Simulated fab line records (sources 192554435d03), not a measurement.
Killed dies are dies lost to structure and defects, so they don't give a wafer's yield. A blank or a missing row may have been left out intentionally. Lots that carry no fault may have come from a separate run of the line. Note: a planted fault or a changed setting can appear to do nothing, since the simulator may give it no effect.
Chamber matching | flow n5Finfet | rieSi-04 running N5_DUMMY_GATE_ETCH_32: 4 sister chambers
The step etches SiO2 in CF4, target depth 3.5 nm, time 3.9 s. 4 wafers are shown with their chamber, then 10 later ones without.

EACH WAFER AND ITS CHAMBER
wafer  | chamber | throttleValvePct (%)
L081.4 | 2       | 21.73
L090.1 | 0       | 22.23
L092.1 | 1       | 21.43
L092.2 | 3       | 21.90

WAFERS WITH NO CHAMBER GIVEN
wafer  | throttleValvePct (%)
L092.3 | 21.75
L093.3 | 22.25
L093.4 | 21.74
L093.6 | 21.74
L094.1 | 21.88
L094.4 | 21.42
L094.6 | 22.24
L095.2 | 21.74
L095.3 | 21.41
L095.6 | 22.23

THE CHAMBER EACH PASSED THROUGH
wafer  | from the rows above | in truth
L092.3 | 2                   | 2
L093.3 | 0                   | 0
L093.4 | 2                   | 2
L093.6 | 2                   | 2
L094.1 | 3                   | 3
L094.4 | 1                   | 1
L094.6 | 0                   | 0
L095.2 | 2                   | 2
L095.3 | 1                   | 1
L095.6 | 0                   | 0
10 of 10 placed correctly. Not placeable from these rows: 0. Placed wrongly: 0.
How it was worked out, from the rows above alone: a wafer's distance from a chamber is the root of the sum, over the readings, of the square of ((its reading less the chamber's mean) divided by the reading's scatter). The wafer belongs to the nearest chamber; if the next one is less than 2 further off, it can't be placed. A chamber's mean is the mean of its shown wafers. The scatter (one wafer shown for each chamber): square how far every hidden wafer sits from the nearest shown wafer, average those squares and take the square root.
